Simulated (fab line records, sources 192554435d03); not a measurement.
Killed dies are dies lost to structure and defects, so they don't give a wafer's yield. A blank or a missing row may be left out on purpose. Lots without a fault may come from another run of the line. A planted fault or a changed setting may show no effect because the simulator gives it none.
Chamber matching | flow n5_finfet | N5_BEOL_M2_ALD_98 on ald_sin-01: 4 sister chambers
The step deposits SiO2, target thk 2.5 nm, pulse time 1 s, co reactant pulse time 1 s. 8 wafers are shown with their chamber, then 12 later ones without.

WAFERS WITH THEIR CHAMBER
wafer  | chamber | heater_power_w (W) | precursor_pulse_height_rel
L078.3 | 2       | 72                 | 1.001
L081.6 | 0       | 73                 | 1.014
L084.2 | 2       | 71                 | 0.995
L084.3 | 1       | 81                 | 0.987
L084.6 | 3       | 83                 | 1.000
L085.1 | 3       | 81                 | 1.026
L085.2 | 0       | 73                 | 1.023
L085.3 | 1       | 82                 | 0.983

WAFERS WITHOUT THEIR CHAMBER
wafer  | heater_power_w (W) | precursor_pulse_height_rel
L088.1 | 83                 | 1.014
L088.4 | 72                 | 1.033
L088.5 | 82                 | 1.014
L087.3 | 75                 | 1.002
L087.4 | 84                 | 0.990
L087.5 | 81                 | 1.030
L092.1 | 74                 | 0.982
L092.2 | 84                 | 1.013
L092.5 | 81                 | 1.020
L096.2 | 72                 | 0.997
L096.5 | 74                 | 0.979
L096.6 | 84                 | 1.013

WHICH CHAMBER EACH WENT THROUGH
wafer  | from the rows above     | in truth
L088.1 | 3                       | 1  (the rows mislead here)
L088.4 | can't be placed: 0 or 2 | 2
L088.5 | 3                       | 3
L087.3 | can't be placed: 0 or 2 | 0
L087.4 | can't be placed: 1 or 3 | 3
L087.5 | 3                       | 3
L092.1 | can't be placed: 2 or 0 | 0
L092.2 | can't be placed: 3 or 1 | 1
L092.5 | 3                       | 3
L096.2 | can't be placed: 2 or 0 | 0
L096.5 | can't be placed: 2 or 0 | 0
L096.6 | can't be placed: 3 or 1 | 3
Placed correctly: 3 of 12. Can't be placed from these rows: 8 (the true chamber is among the candidates in 8). Placed wrongly: 1.
How it was worked out, from the rows above alone: a wafer's distance from a chamber is the root of the sum, over the readings, of the square of ((its reading less the chamber's mean) divided by the reading's scatter). The wafer belongs to the nearest chamber; if the next one is less than 2 further off, it can't be placed. A chamber's mean is the mean of its shown wafers. The scatter: the root of (the sum of the squares of (reading less its chamber's mean) over the shown wafers, divided by (wafers less chambers)).
